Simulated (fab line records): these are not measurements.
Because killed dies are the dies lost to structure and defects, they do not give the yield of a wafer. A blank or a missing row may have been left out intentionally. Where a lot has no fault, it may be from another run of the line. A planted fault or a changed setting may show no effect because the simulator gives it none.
Matching of chambers + flow n5Finfet + N5_HKMG_FIN_ALD_75 on aldHk-01 has 4 sister chambers
The step deposits Al2O3, target thk 1 nm, co reactant pulse time 1 s. 8 wafers are shown with their chamber, then 9 later ones without.

## WAFERS PAIRED WITH THEIR CHAMBERS
| wafer  | chamber | heaterPowerW (W) | precursorPulseHeightRel |
|--------|---------|------------------|-------------------------|
| L077.2 | 1       | 149              | 0.975                   |
| L077.5 | 2       | 169              | 0.981                   |
| L079.1 | 2       | 172              | 0.994                   |
| L082.1 | 1       | 149              | 1.005                   |
| L082.6 | 3       | 173              | 1.012                   |
| L084.2 | 3       | 171              | 0.985                   |
| L084.3 | 0       | 149              | 1.017                   |
| L084.6 | 0       | 148              | 0.979                   |

## WAFERS WHOSE CHAMBER IS MISSING
| wafer  | heaterPowerW (W) | precursorPulseHeightRel |
|--------|------------------|-------------------------|
| L092.3 | 147              | 1.005                   |
| L092.5 | 172              | 0.973                   |
| L092.6 | 146              | 0.988                   |
| L095.2 | 150              | 1.014                   |
| L095.4 | 169              | 0.995                   |
| L095.6 | 150              | 1.004                   |
| L097.2 | 172              | 1.016                   |
| L097.3 | 144              | 1.025                   |
| L097.5 | 175              | 1.052                   |

## WHICH CHAMBER EACH WENT THROUGH
| wafer  | from the rows above     | in truth |
|--------|-------------------------|----------|
| L092.3 | can't be placed: 0 or 1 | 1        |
| L092.5 | can't be placed: 3 or 2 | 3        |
| L092.6 | can't be placed: 0 or 1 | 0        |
| L095.2 | can't be placed: 0 or 1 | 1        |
| L095.4 | can't be placed: 2 or 3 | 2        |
| L095.6 | can't be placed: 1 or 0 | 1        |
| L097.2 | can't be placed: 3 or 2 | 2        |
| L097.3 | can't be placed: 0 or 1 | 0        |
| L097.5 | can't be placed: 3 or 2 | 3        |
Placed correctly: 0 of 9. These rows do not allow placing 9 (true chamber among the candidates in 9). Number placed wrongly: 0.
How it was worked out, from the rows above alone: a wafer's distance from a chamber is the root of the sum, over the readings, of the square of ((its reading less the chamber's mean) divided by the reading's scatter). If the next closest chamber is less than 2 further off than the closest, the wafer can't be placed; otherwise it belongs to the closest. The mean given for a chamber averages the wafers shown for that chamber. The scatter: take each reading less its chamber's mean, square it, sum over the shown wafers, divide by the number of wafers less the number of chambers, and take the root.
